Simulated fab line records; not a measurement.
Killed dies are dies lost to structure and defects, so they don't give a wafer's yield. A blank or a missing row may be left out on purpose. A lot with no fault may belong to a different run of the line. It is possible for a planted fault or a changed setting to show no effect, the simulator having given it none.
What tool caused it? | flow n5_finfet | at 1 step of a route of 1938, 24 lots with 72 wafers sampled

## WHAT EACH GAUGE READ, for each wafer
N5_MOL_CONTACT_COAG_INSPECT_97: inspects for defects (darkfield). Usual: raw_defect_count 48, standard deviation 19.
lot  | measured     | on                | raw_defect_count | flag
L074 | day 5 09:29  | defect_inspect-02 | 38 48 26         |
L075 | day 5 13:53  | defect_inspect-01 | 20 55 53         |
L076 | day 6 06:16  | defect_inspect-01 | 31 42 19         |
L077 | day 6 12:41  | defect_inspect-02 | 54 34 31         |
L078 | day 6 15:45  | defect_inspect-01 | 76 34 48         |
L079 | day 6 23:09  | defect_inspect-02 | 50 39 40         |
L080 | day 7 02:13  | defect_inspect-02 | 43 36 48         |
L081 | day 7 06:00  | defect_inspect-02 | 62 25 43         |
L082 | day 7 09:53  | defect_inspect-02 | 63 64 59         |
L083 | day 7 15:47  | defect_inspect-02 | 27 35 52         |
L084 | day 7 23:16  | defect_inspect-01 | 60 70 66         |
L085 | day 8 05:37  | defect_inspect-02 | 52 60 33         |
L086 | day 8 14:35  | defect_inspect-01 | 111 140 60       |
L087 | day 8 17:38  | defect_inspect-02 | 35 37 54         |
L088 | day 9 00:02  | defect_inspect-02 | 38 45 43         |
L089 | day 9 05:02  | defect_inspect-01 | 67 43 50         |
L090 | day 9 08:02  | defect_inspect-01 | 27 34 31         |
L091 | day 9 18:08  | defect_inspect-01 | 73 39 48         |
L092 | day 10 00:08 | defect_inspect-02 | 51 51 39         |
L093 | day 10 08:10 | defect_inspect-02 | 50 68 66         |
L094 | day 10 12:10 | defect_inspect-01 | 87 57 59         |
L095 | day 10 17:49 | defect_inspect-02 | 40 39 31         |
L096 | day 11 01:32 | defect_inspect-02 | 58 39 26         |
L097 | day 11 04:44 | defect_inspect-01 | 30 40 29         |

## TOOL THAT RAN EACH LOT (tool first, then ch and the chambers of the sampled wafers, then the start)
Record: no process step prior to these readings.

## WHAT THE TOOLS THEMSELVES READ (means of the sampled wafers that have a number; where no wafer has one, the mark that the record gives instead)
The record holds no such reading with a usual standard deviation.

## THE ANSWER, worked out from the rows above alone
Rule: take the mean of a lot's wafers that have a number; if it is more than 3 standard deviations from the usual mean, the lot is off. Also off: a lot with no number at a reading for which 4 or more lots have one. The other lots that the step has rows for count as sound. The gauges are gone through in route order, then the tools' own readings, and for those a lot's mean is taken as printed above. The first step at which some lot is off is used, and at that step the reading that is off furthest; a lot without a number counts as furthest.
No lot is off at any reading shown: from this, nothing can be told.

## WHAT THE SIMULATOR HAD INSERTED
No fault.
